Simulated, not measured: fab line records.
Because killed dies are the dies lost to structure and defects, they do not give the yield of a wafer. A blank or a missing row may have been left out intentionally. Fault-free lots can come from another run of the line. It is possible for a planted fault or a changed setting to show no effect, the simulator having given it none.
fab line records	flow n5Finfet
[record] lots = 6	wafers = 18	lastDay = 19
route steps=1938 shown BEOL_M15@1812 PASSIVATION@1936
lots with no fault: from the same line, run without faults
startH: start of the lot's first displayed wafer, in hours after the record's first day	waitH: how many hours have passed since the lot's step before this one	" as in the row above	L1.1+2: several wafers, shown together as one row	- no value, or no start was given	* or withheld: withheld	< > ~ a bound
route shown NAME@n: NAME is a module with steps in the file, n the number in the route of the first one	usual: average and standard deviation across the fault-free wafers	same: alike in all rows	chamber/n: place in a boat	sites: per-site readings	_std_site: the standard deviation of these	_edge_site: mean of outer sites minus mean of inner sites	radiusMm: how far each site lies from the wafer's centre	mask NAME#n: copy n	behind: tool/chamber where the wafer was last shaped	hold: the reason the lot was held/the length of the hold in hours/how it ended	device: transistor that didn't switch, given as n, p or np	end of line: tests of these same wafers at the route's end	for a step that has no rows: nothing shown but its recipe	killed: dies lost to structure and defects at the first sort, not the wafer's yield	map: per-die view of a wafer (x killed, . not killed, _ where there is no die)
set.NAME: the setting as run; set.NAME@STEP: as run at that earlier step	model.NAME: the simulator's own value behind a step, which no gauge read
certain route steps with their lots: each step a table, each wafer a row
services: a tool's chamber out of use, with start hour (startH, from the record's first day; less than 0 if before it), hours out, and reason
[[steps]]
[step N5_BEOL_M15_STRIP_62]
[recipe] chemistry = O2	powerW = 600	tempC = 60	pressureMtorr = 30	rfFrequencyHz = 6e+07	biasPowerW = 0	overashFraction = 0.3	o2FlowSccm = 225
[usual] drypumpMotorCurrentA = 5.6/0.47	o2FlowSccm = 225.0/0.62	oesProductAu = 0.83/0.097	rfVppV = 3.6/0.44	showerheadPlenumPTorr = 2.12/0.08	throttleValvePct = 16.63/0.28
lot.wafer	tool	chamber	startH	waitH	drypumpMotorCurrentA	o2FlowSccm	oesProductAu	rfHoursCounterH	rfVppV	showerheadPlenumPTorr	throttleValvePct
L184.3	rieDiel-04	3	-	-	5.0	225.2	0.83	60	3.8	2.09	16.05
L184.4	"	2	"	"	4.9	225.5	0.77	119	3.8	2.14	16.79
L184.5	"	1	"	"	6.2	224.3	1.00	-	3.1	2.26	16.65
L188.3	rieDiel-05	3	-	-	5.3	226.6	0.93	17	4.4	2.07	16.74
L188.4	"	1	"	"	5.6	224.4	0.67	250	3.1	2.04	16.75
L188.5	"	2	"	"	5.8	224.1	0.86	-	3.4	2.02	16.29
L202.1	rieDiel-05	1	-	-	5.6	224.1	0.95	12	3.3	2.04	16.36
L202.3	"	3	"	"	5.3	224.3	0.88	36	3.6	2.07	16.82
L202.4	"	1	"	"	5.5	224.9	0.95	-	3.5	2.04	16.37
L201.2	rieDiel-04	3	-	-	5.0	225.8	0.80	90	3.5	2.08	16.12
L201.3	"	2	"	"	4.9	224.5	0.75	149	3.5	2.13	16.84
L201.6	"	1	"	"	6.2	225.7	0.91	-	3.8	2.25	16.72
L205.3	rieDiel-04	0	-	-	5.3	223.7	0.83	74	3.5	2.24	16.44
L205.4	"	3	"	"	5.0	224.8	0.79	97	3.9	2.08	16.14
L205.6	"	2	"	"	4.9	224.4	0.75	-	3.8	2.12	16.85
L204.1	rieDiel-02	0	-	-	6.0	225.8	0.96	8	4.8	2.06	16.42
L204.2	"	2	"	"	5.6	224.6	0.85	54	3.5	2.07	16.87
L204.6	"	0	"	"	6.1	225.1	0.95	-	3.4	2.06	16.43
[step N5_BEOL_M15_STRIP_37]
[recipe] chemistry = O2	powerW = 600	tempC = 60	pressureMtorr = 30	rfFrequencyHz = 6e+07	biasPowerW = 0	overashFraction = 0.3	o2FlowSccm = 225
[usual] drypumpMotorCurrentA = 5.6/0.47	o2FlowSccm = 225.1/0.68	oesProductAu = 0.83/0.098	rfVppV = 3.6/0.7	showerheadPlenumPTorr = 2.12/0.08	throttleValvePct = 16.63/0.28
lot.wafer	tool	chamber	startH	waitH	drypumpMotorCurrentA	o2FlowSccm	oesProductAu	rfHoursCounterH	rfVppV	showerheadPlenumPTorr	throttleValvePct
L184.3	rieDiel-04	3	-	-	5.0	225.1	0.84	60	3.9	2.09	16.07
L184.4	"	2	"	"	4.9	225.1	0.77	119	3.5	2.14	16.79
L184.5	"	1	"	"	6.2	226.2	0.99	-	2.9	2.26	16.66
L188.3	rieDiel-05	3	-	-	5.3	224.6	0.90	17	3.3	2.07	16.75
L188.4	"	1	"	"	5.5	225.8	0.67	250	2.6	2.04	16.74
L188.5	"	2	"	"	5.8	226.4	0.87	-	4.3	2.02	16.29
L202.1	rieDiel-05	1	-	-	5.5	224.5	0.95	12	3.6	2.04	16.35
L202.3	"	3	"	"	5.3	224.6	0.88	36	3.5	2.07	16.80
L202.4	"	1	"	"	5.5	224.8	0.95	-	3.0	2.04	16.37
L201.2	rieDiel-04	3	-	-	5.0	227.0	0.80	90	3.4	2.08	16.13
L201.3	"	2	"	"	4.9	226.5	0.76	149	4.2	2.13	16.84
L201.6	"	1	"	"	6.2	224.9	0.91	-	2.9	2.25	16.72
L205.3	rieDiel-04	0	-	-	5.3	224.4	0.83	74	3.1	2.24	16.43
L205.4	"	3	"	"	5.0	225.1	0.79	97	4.0	2.08	16.11
L205.6	"	2	"	"	4.9	224.9	0.75	-	4.2	2.12	16.83
L204.1	rieDiel-02	0	-	-	6.0	224.3	0.97	8	4.4	2.06	16.43
L204.2	"	2	"	"	5.7	225.1	0.86	54	2.8	2.07	16.88
L204.6	"	0	"	"	6.0	224.5	0.94	-	3.3	2.06	16.44
[step N5_BEOL_M15_ETCH_38]
[recipe] chemistry = CF4/N2	target = SiCN	targetDepthA = 1064	taperDeg = 2	timeS = 120.5	ionEnergyEv = 150	maskMaterial = SiO2	pressureMtorr = 40	sourceW = 430	biasW = 70	Ar_flow_sccm = 100	cf4FlowSccm = 60	n2FlowSccm = 60
[usual] drypumpMotorCurrentA = 5.6/0.47	mfcArSccm = 100.00/0.28	oesProductAu = 0.83/0.099	rfVppV = 382.9/1.9	showerheadPlenumPTorr = 2.23/0.076	throttleValvePct = 15.37/0.26
lot.wafer	tool	chamber	startH	waitH	drypumpMotorCurrentA	mfcArSccm	oesProductAu	rfHoursCounterH	rfVppV	showerheadPlenumPTorr	throttleValvePct
L184.3	rieDiel-04	3	-	-	5.0	99.70	0.83	60	383.4	2.24	15.03
L184.4	"	2	"	"	4.9	100.02	0.78	119	382.5	2.22	15.42
L184.5	"	1	"	"	6.2	100.19	0.99	-	386.2	2.38	15.39
L188.3	rieDiel-05	3	-	-	5.2	99.92	0.92	17	380.3	2.16	15.39
L188.4	"	1	"	"	5.5	99.94	0.64	250	381.1	2.16	15.58
L188.5	"	2	"	"	5.8	100.27	0.87	-	379.7	2.14	15.12
L202.1	rieDiel-05	1	-	-	5.5	99.78	0.91	12	381.2	2.16	15.14
L202.3	"	3	"	"	5.3	100.52	0.89	36	381.5	2.16	15.43
L202.4	"	1	"	"	5.5	99.98	0.92	-	382.2	2.16	15.14
L201.2	rieDiel-04	3	-	-	5.0	100.40	0.80	90	384.5	2.23	15.09
L201.3	"	2	"	"	4.9	99.86	0.76	149	383.3	2.21	15.47
L201.6	"	1	"	"	6.2	99.91	0.91	-	385.4	2.36	15.45
L205.3	rieDiel-04	0	-	-	5.3	100.08	0.83	74	385.2	2.31	14.98
L205.4	"	3	"	"	5.0	99.96	0.78	97	382.3	2.23	15.09
L205.6	"	2	"	"	4.9	99.76	0.76	-	381.7	2.21	15.51
L204.1	rieDiel-02	0	-	-	6.0	100.42	0.94	8	382.6	2.17	15.21
L204.2	"	2	"	"	5.7	99.71	0.86	54	380.9	2.16	15.51
L204.6	"	0	"	"	6.0	99.84	0.94	-	381.0	2.18	15.22
[step N5_BEOL_M15_PRECLEAN_39]
[recipe] chemistry = residueRemover	timeS = 60	tempC = 40
[step N5_BEOL_M15_SRD_40]
[recipe] timeS = 30	tempC = 23	rinseLiquid = diw	dry = n2Spin	spinRpm = 1500	dryTimeS = 30
[step N5_BEOL_M15_DEGAS_41]
[recipe] ambient = vacuum	tempC = 300	timeS = 60
[step N5_BEOL_M15_PRE_CLEAN_42]
[recipe] gas = H2/He	timeS = 30	tempC = 300
[step N5_BEOL_M15_SPUTTER_43]
[recipe] material = TaN	targetThkA = 150	tempC = 50	biasV = 168.6	powerW = 15000	chamberPressurePa = 0.12	timeS = 24.19
[step N5_BEOL_M15_SPUTTER_44]
[recipe] material = Ta	targetThkA = 150	tempC = 50	biasV = 80	powerW = 15000	chamberPressurePa = 0.07	timeS = 24.19
[step N5_BEOL_M15_SPUTTER_45]
[recipe] material = Cu	targetThkA = 1000	tempC = -20	biasV = 60	powerW = 26000	chamberPressurePa = 0.13	timeS = 16.67
[usual] chamberPressurePa = 0.13005/0.00027	throttleValvePct = 30.3/0.87
lot.wafer	tool	chamber	startH	waitH	chamberPressurePa	throttleValvePct
L184.3	pvdSputter-03	-	283.33	0.0	0.12997	32.0
L184.4	"	-	"	"	0.13027	31.1
L184.5	"	-	"	"	0.13035	31.1
L188.3	pvdSputter-01	-	306.26	0.0	0.13029	29.6
L188.4	"	-	"	"	0.12996	30.8
L188.5	"	-	"	"	0.12979	30.6
L202.1	pvdSputter-03	-	373.02	0.0	0.13039	30.7
L202.3	"	-	"	"	0.13039	31.4
L202.4	"	-	"	"	0.13021	30.9
L201.2	pvdSputter-03	-	380.67	0.0	0.1299	31.3
L201.3	"	-	"	"	0.12981	31.3
L201.6	"	-	"	"	0.1302	30.8
L205.3	pvdSputter-01	-	405.07	0.0	0.13003	28.2
L205.4	"	-	"	"	0.13001	29.5
L205.6	"	-	"	"	0.13031	30.5
L204.1	pvdSputter-02	-	430.22	0.0	0.1302	30.9
L204.2	"	-	"	"	0.13037	29.9
L204.6	"	-	"	"	0.1307	29.7
[step N5_BEOL_M15_ECD_47]
[recipe] material = Cu	targetThkA = 18600
[step N5_BEOL_M15_ANNEAL_48]
[recipe] tempC = 225	timeS = 90	ambient = N2
[usual] annealTempCMax = 226.01/0.25	wafer_temp_C_max = 226.2/0.4
lot.wafer	tool	chamber	startH	waitH	annealTempCMax	wafer_temp_C_max
L184.3	rtpAnneal-01	0	284.12	0.5	225.65	226.3
L184.4	"	0	"	"	225.70	225.7
L184.5	"	0	"	"	226.12	226.0
L188.3	rtpAnneal-02	0	306.71	0.2	225.76	226.1
L188.4	"	0	"	"	225.98	226.9
L188.5	"	0	"	"	225.92	226.8
L202.1	rtpAnneal-02	0	373.49	0.2	226.18	226.7
L202.3	"	0	"	"	226.17	226.8
L202.4	"	0	"	"	225.71	226.2
L201.2	rtpAnneal-02	0	381.07	0.2	225.48	226.0
L201.3	"	0	"	"	225.46	226.7
L201.6	"	0	"	"	225.89	226.6
L205.3	rtpAnneal-02	0	405.52	0.2	226.22	226.8
L205.4	"	0	"	"	226.02	226.2
L205.6	"	0	"	"	225.85	226.3
L204.1	rtpAnneal-02	0	430.75	0.3	225.82	226.2
L204.2	"	0	"	"	226.02	227.0
L204.6	"	0	"	"	225.92	226.3
[step N5_BEOL_M15_CMP_49]
[recipe] stopOn = SiO2	tOverpolishS = 4.9	downForcePsi = 2	platenRpm = 80	clearingPlatenDownForcePsi = 2	clearingPlatenRpm = 80	postCmpClean = cuAlkaline	targetThkNm = 850	clearingPlatenPadVelocityMS = 1.5917	padVelocityMS = 1.5917
[usual] barrierFieldEndpointS = 11.34/0.25	headPressurePsi = 2.000/0.004	motorCurrentA = 8.1/0.58	overpolishRunS = 4.900/0.0082
lot.wafer	tool	chamber	startH	waitH	barrierFieldEndpointS	headPressurePsi	motorCurrentA	overpolishRunS
L184.4	cmp-04	3	284.33	0.1	11.43	2.006	9.0	4.893
L184.3	"	2	"	"	11.40	2.001	7.7	4.893
L184.5	"	3	"	"	11.07	2.012	8.7	4.903
L188.4	cmp-04	0	306.92	0.1	10.91	1.999	7.7	4.892
L188.3	"	1	"	"	11.20	2.004	8.1	4.890
L188.5	"	1	"	"	10.96	2.004	7.9	4.908
L202.4	cmp-04	3	373.78	0.1	11.49	2.000	8.7	4.905
L202.1	"	1	"	"	11.58	2.000	7.5	4.888
L202.3	"	2	"	"	6.17	2.005	7.6	4.884
L201.2	cmp-04	2	381.32	0.2	11.69	1.997	7.8	4.905
L201.3	"	0	"	"	6.43	1.998	7.6	4.884
L201.6	"	2	"	"	6.36	2.001	7.8	4.898
L205.3	cmp-03	0	405.76	0.2	11.23	2.004	7.2	4.908
L205.4	"	1	"	"	11.72	1.996	9.9	4.901
L205.6	"	0	"	"	11.75	2.000	7.1	4.898
L204.1	cmp-01	2	431.04	0.3	11.11	1.997	8.2	4.901
L204.2	"	0	"	"	11.57	1.999	8.0	4.899
L204.6	"	2	"	"	11.30	2.007	8.5	4.890
[step N5_PASSIVATION_PROBE_49]
[usual] defectLimitedYield = 91.5/1.7	killed_at_M0_to_M3 = 33/11	killed_at_M4_up = 13/5.2	killedAtContacts = 11/5.7	killedAtFrontEnd = 39/11	killedAtOther = 4/3	killedDies = 101/20	killedOpen = 66/15	killedShort = 33/8.4	sort_bin_5_function = 5.0/1.1	sort_bin_6_memory = 3.2/0.69	sort_bin_8_speed = 0.1/0.52	sortNPass = 1078/20	sortYieldPct = 91.4/1.7
[same] grossDies = 1180	killedAtBackSide = 0	sort_bin_4_leakage[%] = 0
lot.wafer	tool	chamber	startH	waitH	defectLimitedYield[%]	killed_at_M0_to_M3	killed_at_M4_up	killedAtContacts	killedAtFrontEnd	killedAtOther	killedDies	killedOpen	killedShort	sort_bin_5_function[%]	sort_bin_6_memory[%]	sort_bin_8_speed[%]	sortNPass	sortYieldPct[%]
L184.3	prober-01	-	297.43	0.1	91.1	34	19	10	40	2	105	69	33	5.3	3.5	0	1075	91.1
L184.4	prober-01	-	297.48	0.2	91.9	32	17	7	39	1	96	67	26	4.2	3.6	0	1084	91.9
L184.5	prober-01	-	297.53	0.2	90.6	32	15	13	44	7	111	83	26	5.6	3.5	0	1069	90.6
L202.1	prober-01	-	386.67	0.0	90.9	32	8	12	51	4	107	72	34	5.0	3.6	0	1073	90.9
L202.3	prober-01	-	386.77	0.1	92.5	26	9	12	36	5	88	57	30	3.9	3.1	0	1092	92.5
L202.4	prober-01	-	386.82	0.2	92.5	28	5	11	33	12	89	48	38	4.5	2.5	0	1091	92.5
// killed by level:class
L184.3 STI_FIN_REVEAL:geometricParticle:open=17 MOL_CONTACT_COAG:geometricParticle:open=9 BEOL_M4:geometricParticle:open=8 FIN_SAQP:geometricParticle:short=7 BEOL_M0_SAQP:geometricParticle:short=7 BEOL_M2:geometricParticle:open=7 BEOL_M0_SAQP:geometricParticle:open=5 BEOL_M1:geometricParticle:open=4
L184.4 STI_FIN_REVEAL:geometricParticle:open=12 BEOL_M0_SAQP:geometricParticle:open=8 FIN_SAQP:geometricParticle:short=6 MOL_CONTACT_COAG:geometricParticle:open=6 BEOL_M3:geometricParticle:open=6 GATE_CUT:geometricParticle:short=5 BEOL_M0:geometricParticle:open=5 BEOL_M6:geometricParticle:open=5
L184.5 STI_FIN_REVEAL:geometricParticle:open=18 MOL_CONTACT_COAG:geometricParticle:open=10 BEOL_M1:geometricParticle:open=8 BEOL_M0:geometricParticle:open=7 BEOL_M4:geometricParticle:open=7 ILD0:geometricParticle:open=5 BEOL_M0_SAQP:geometricParticle:short=5 GATE_CUT:geometricParticle:short=4
L202.1 BEOL_M3:geometricParticle:open=15 FIN_SAQP:geometricParticle:open=11 FIN_SAQP:geometricParticle:short=10 MOL_CONTACT_COAG:geometricParticle:open=10 GATE_CUT:geometricParticle:short=9 GATE_CUT:geometricParticle:open=9 BEOL_M2:geometricParticle:open=6 BEOL_M0_SAQP:geometricParticle:open=5
L202.3 BEOL_M3:geometricParticle:open=12 MOL_CONTACT_COAG:geometricParticle:open=11 GATE_CUT:geometricParticle:short=8 FIN_SAQP:geometricParticle:open=7 FIN_SAQP:geometricParticle:short=6 DUMMY_GATE:geometricParticle:open=5 BEOL_M2:geometricParticle:open=4 BEOL_M4:geometricParticle:open=4
L202.4 BEOL_M3:geometricParticle:open=14 FIN_SAQP:geometricParticle:open=7 GATE_CUT:geometricParticle:short=7 BEOL_M0_SAQP:geometricParticle:short=7 MOL_CONTACT_COAG:geometricParticle:open=6 MOL_CONTACT_COAG:geometricParticle:short=5 STI_FIN_REVEAL:geometricParticle:open=4 STARTING-WAFER:geometricParticle:short=4
[[services]]
tool	chamber	startH	hours	kind
cmp-03	-	261.62	0.7	repair
rieDiel-02	2	266.68	5.1	repair
cmp-03	-	272.80	6.5	pm
cmp-04	-	276.78	0.6	repair
cmp-03	-	286.88	18.2	pm
rtpAnneal-01	-	290.55	5.1	pm
cmp-01	-	294.23	3.9	repair
cmp-04	-	296.31	1.8	repair
cmp-01	-	298.98	4.0	pm
rieDiel-05	1	305.69	-	clean
rieDiel-05	1	305.69	-	consumableReplace:focusRing
cmp-01	-	313.44	1.2	repair
rieDiel-05	-	319.34	2.8	pm
rieDiel-04	0	324.21	1.2	repair
rieDiel-02	-	330.92	3.4	repair
cmp-04	-	341.81	5.5	pm
pvdSputter-01	-	354.49	2.5	repair
cmp-01	-	367.52	13.8	pm
cmp-01	-	381.38	2.1	repair
cmp-04	-	383.28	0.5	repair
cmp-01	-	389.41	6.3	repair
cmp-04	-	404.16	0.8	repair
rieDiel-05	2	405.28	21.1	repair
rieDiel-02	-	417.06	2.8	pm
[[key]]
[firstSign] step = N5_BEOL_M15_CMP_49	reading = barrierFieldEndpointS	direction = down	sigmas = 20	usual = 11.34	struck = 6.32
effect none on later readings
metAt N5_BEOL_M15_CMP_49
struckWafers L201.3,L201.6,L202.3
onsetBetween 306.92 373.78
[fault] kind = processParameterDrift	tool = cmp-04	chamber = -	onsetH = 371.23	steps = N5_BEOL_M15_CMP_49	channel = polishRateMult	offset = 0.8	shape = step	endH = 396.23	scope = struckWafersOnly
